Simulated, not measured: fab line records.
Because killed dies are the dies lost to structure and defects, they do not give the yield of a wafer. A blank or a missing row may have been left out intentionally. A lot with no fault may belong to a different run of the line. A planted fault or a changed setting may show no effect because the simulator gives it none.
Split-lot experiment :: flow n5 finfet :: 39 wafers read across 7 lots, on a route 1938 steps long

## THE SPLIT
At N5_DUMMY_GATE_EXPOSE_12 (exposes mask GATE, target cd 25 nm), the setting dose mj was moved away from the recipe's 34 on 18 of the 39 wafers read, by -6.9% to +6.9%. All remaining wafers had this setting at the recipe value.

## FROM THE SPLIT TO THE READING: what the file shows between them, 9 steps
- N5_DUMMY_GATE_PEB_13: peb time 60 s
- N5_DUMMY_GATE_DEVELOP_14: develop time 30 s
- N5_DUMMY_GATE_CD_MEAS_15: target cd 25.8 nm
- N5_DUMMY_GATE_STRIP_38: strips in N2/H2
- N5_DUMMY_GATE_STRIP_39: strips in N2/H2
- N5_DUMMY_GATE_TRIM_49: chemistry O2, time 29 s, target cd 14 nm
- N5_DUMMY_GATE_STRIP_40: strips in CF4
- N5_DUMMY_GATE_CD_MEAS_50: target cd 14 nm
- N5_DUMMY_GATE_ETCH_44: etches poly-Si in HBr/O2, stops on SiO2, target depth 127.5 nm (also split here: target depth a)

## THE READING
cd nm at N5_DUMMY_GATE_CD_MEAS_24, given in nm (cd target 15 nm). A value of 15.1 nm with a standard deviation of 0.42 nm is what fault-free wafers of this fab line usually give.

wafer: L080.1
tool, chamber at the split: euv scanner-02, 0
dose mj as run: 35.32
against the recipe: +3.9%
cd nm, nm: 14.8
against lot-mates on the recipe: -0.6

wafer: L080.2
tool, chamber at the split: euv scanner-02, 0
dose mj as run: 34
against the recipe: recipe
cd nm, nm: 15.4
against lot-mates on the recipe: -

wafer: L080.3
tool, chamber at the split: euv scanner-02, 0
dose mj as run: 35.32
against the recipe: +3.9%
cd nm, nm: 15.1
against lot-mates on the recipe: -0.3

wafer: L080.4
tool, chamber at the split: euv scanner-02, 0
dose mj as run: 35.32
against the recipe: +3.9%
cd nm, nm: 14.3
against lot-mates on the recipe: -1.1

wafer: L080.5
tool, chamber at the split: euv scanner-02, 0
dose mj as run: 34
against the recipe: recipe
cd nm, nm: 15.1
against lot-mates on the recipe: -

wafer: L080.6
tool, chamber at the split: euv scanner-02, 0
dose mj as run: 34
against the recipe: recipe
cd nm, nm: 15.8
against lot-mates on the recipe: -

wafer: L081.1
tool, chamber at the split: euv scanner-02, 0
dose mj as run: 34
against the recipe: recipe
cd nm, nm: 14.9
against lot-mates on the recipe: -

wafer: L081.2
tool, chamber at the split: euv scanner-02, 0
dose mj as run: 36.35
against the recipe: +6.9%
cd nm, nm: 13.7
against lot-mates on the recipe: -1.5

wafer: L081.3
tool, chamber at the split: euv scanner-02, 0
dose mj as run: 34
against the recipe: recipe
cd nm, nm: 15.3
against lot-mates on the recipe: -

wafer: L081.4
tool, chamber at the split: euv scanner-02, 0
dose mj as run: 34
against the recipe: recipe
cd nm, nm: 15.3
against lot-mates on the recipe: -

wafer: L081.5
tool, chamber at the split: euv scanner-02, 0
dose mj as run: 36.35
against the recipe: +6.9%
cd nm, nm: 14.1
against lot-mates on the recipe: -1.1

wafer: L081.6
tool, chamber at the split: euv scanner-02, 0
dose mj as run: 36.35
against the recipe: +6.9%
cd nm, nm: 13.4
against lot-mates on the recipe: -1.8

wafer: L083.1
tool, chamber at the split: euv scanner-02, 0
dose mj as run: 34
against the recipe: recipe
cd nm, nm: 15.4
against lot-mates on the recipe: -

wafer: L083.3
tool, chamber at the split: euv scanner-02, 0
dose mj as run: 34
against the recipe: recipe
cd nm, nm: 15.0
against lot-mates on the recipe: -

wafer: L083.6
tool, chamber at the split: euv scanner-02, 0
dose mj as run: 34
against the recipe: recipe
cd nm, nm: 15.2
against lot-mates on the recipe: -

wafer: L084.1
tool, chamber at the split: euv scanner-01, 0
dose mj as run: 34
against the recipe: recipe
cd nm, nm: 14.4
against lot-mates on the recipe: -

wafer: L084.2
tool, chamber at the split: euv scanner-01, 0
dose mj as run: 32.08
against the recipe: -5.6%
cd nm, nm: 16.6
against lot-mates on the recipe: +1.4

wafer: L084.3
tool, chamber at the split: euv scanner-01, 0
dose mj as run: 34
against the recipe: recipe
cd nm, nm: 15.3
against lot-mates on the recipe: -

wafer: L084.4
tool, chamber at the split: euv scanner-01, 0
dose mj as run: 32.08
against the recipe: -5.6%
cd nm, nm: 16.0
against lot-mates on the recipe: +0.8

wafer: L084.5
tool, chamber at the split: euv scanner-01, 0
dose mj as run: 32.08
against the recipe: -5.6%
cd nm, nm: 16.5
against lot-mates on the recipe: +1.3

wafer: L084.6
tool, chamber at the split: euv scanner-01, 0
dose mj as run: 34
against the recipe: recipe
cd nm, nm: 15.8
against lot-mates on the recipe: -

wafer: L090.1
tool, chamber at the split: euv scanner-01, 0
dose mj as run: 34
against the recipe: recipe
cd nm, nm: 15.3
against lot-mates on the recipe: -

wafer: L090.2
tool, chamber at the split: euv scanner-01, 0
dose mj as run: 32.25
against the recipe: -5.1%
cd nm, nm: 16.3
against lot-mates on the recipe: +1.2

wafer: L090.3
tool, chamber at the split: euv scanner-01, 0
dose mj as run: 32.25
against the recipe: -5.1%
cd nm, nm: 16.7
against lot-mates on the recipe: +1.6

wafer: L090.4
tool, chamber at the split: euv scanner-01, 0
dose mj as run: 34
against the recipe: recipe
cd nm, nm: 14.9
against lot-mates on the recipe: -

wafer: L090.5
tool, chamber at the split: euv scanner-01, 0
dose mj as run: 34
against the recipe: recipe
cd nm, nm: 15.1
against lot-mates on the recipe: -

wafer: L090.6
tool, chamber at the split: euv scanner-01, 0
dose mj as run: 32.25
against the recipe: -5.1%
cd nm, nm: 16.8
against lot-mates on the recipe: +1.7

wafer: L091.1
tool, chamber at the split: euv scanner-01, 0
dose mj as run: 31.65
against the recipe: -6.9%
cd nm, nm: 16.7
against lot-mates on the recipe: +1.6

wafer: L091.2
tool, chamber at the split: euv scanner-01, 0
dose mj as run: 34
against the recipe: recipe
cd nm, nm: 15.3
against lot-mates on the recipe: -

wafer: L091.3
tool, chamber at the split: euv scanner-01, 0
dose mj as run: 34
against the recipe: recipe
cd nm, nm: 14.8
against lot-mates on the recipe: -

wafer: L091.4
tool, chamber at the split: euv scanner-01, 0
dose mj as run: 31.65
against the recipe: -6.9%
cd nm, nm: 17.1
against lot-mates on the recipe: +2.0

wafer: L091.5
tool, chamber at the split: euv scanner-01, 0
dose mj as run: 34
against the recipe: recipe
cd nm, nm: 15.1
against lot-mates on the recipe: -

wafer: L091.6
tool, chamber at the split: euv scanner-01, 0
dose mj as run: 31.65
against the recipe: -6.9%
cd nm, nm: 16.4
against lot-mates on the recipe: +1.3

wafer: L097.1
tool, chamber at the split: euv scanner-02, 0
dose mj as run: 34
against the recipe: recipe
cd nm, nm: 14.9
against lot-mates on the recipe: -

wafer: L097.2
tool, chamber at the split: euv scanner-02, 0
dose mj as run: 34.83
against the recipe: +2.4%
cd nm, nm: 15.5
against lot-mates on the recipe: +0.3

wafer: L097.3
tool, chamber at the split: euv scanner-02, 0
dose mj as run: 34
against the recipe: recipe
cd nm, nm: 15.9
against lot-mates on the recipe: -

wafer: L097.4
tool, chamber at the split: euv scanner-02, 0
dose mj as run: 34
against the recipe: recipe
cd nm, nm: 14.9
against lot-mates on the recipe: -

wafer: L097.5
tool, chamber at the split: euv scanner-02, 0
dose mj as run: 34.83
against the recipe: +2.4%
cd nm, nm: 14.7
against lot-mates on the recipe: -0.5

wafer: L097.6
tool, chamber at the split: euv scanner-02, 0
dose mj as run: 34.83
against the recipe: +2.4%
cd nm, nm: 15.1
against lot-mates on the recipe: -0.1

THE FIT
A straight line over all 39 wafers: cd nm changes by -0.207 nm for each +1% of dose mj; r = -0.90; the points scatter about the line by 0.37 nm.
The same after taking each lot's own level away (the mean of its wafers on the recipe; 39 wafers): -0.221 nm for each +1%; r = -0.92; scatter 0.35 nm.
Per that fit: largest dose mj move, reading shift of 1.5 nm.
The span of the lots' own levels, 15.07 to 15.43 nm, comes to 0.9 times the standard deviation stated above.
So the lot-to-lot level changes the slope little: the two slopes agree.
Check: +1.61 nm against its lot-mates is what the line predicts for one of the wafers moved furthest among these (-6.9%) when that wafer is left out of the fit. Against them it came out at +1.63 nm.

## OTHER SPLITS APPLIED TO THESE WAFERS
Note: prior to the reading, these wafers also went through further splits. Each is held against what the fit with the lots' levels taken away leaves over:
other split on the same wafers: N5_PMOS_HMC_CHANNEL_EPI_EPI_20 temp c
wafers away from the commonest value: 18
r with cd nm (lot level and that fit taken away): -0.11

other split on the same wafers: N5_DUMMY_GATE_ETCH_44 target depth a
wafers away from the commonest value: 15
r with cd nm (lot level and that fit taken away): -0.21

## THE WHOLE CHAIN: every reading that the file lists as answering this split, in the file's order
step: N5_DUMMY_GATE_CD_MEAS_15
what it does: target cd 25.8 nm
reading: cd nm
change (the file's fit): -0.173 nm for each +1% of the setting
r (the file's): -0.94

step: N5_DUMMY_GATE_TRIM_49
what it does: chemistry O2, time 29 s, target cd 14 nm
reading: DUMMY_GATE.cd nm (the simulator's own value, which no gauge read)
change (the file's fit): -0.214 nm for each +1% of the setting
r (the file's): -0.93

step: N5_DUMMY_GATE_CD_MEAS_50
what it does: target cd 14 nm
reading: cd nm
change (the file's fit): -0.205 nm for each +1% of the setting
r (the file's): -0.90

step: N5_DUMMY_GATE_ETCH_44
what it does: etches poly-Si in HBr/O2, stops on SiO2, target depth 127.5 nm
reading: DUMMY_GATE.cd nm (the simulator's own value, which no gauge read)
change (the file's fit): -0.204 nm for each +1% of the setting
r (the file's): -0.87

step: N5_DUMMY_GATE_CD_MEAS_24
what it does: target cd 15 nm
reading: cd nm
change (the file's fit): -0.223 nm for each +1% of the setting
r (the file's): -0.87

## FILE'S OWN FIT
cd nm changes by -0.223 nm for each +1% of dose mj, r = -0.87.
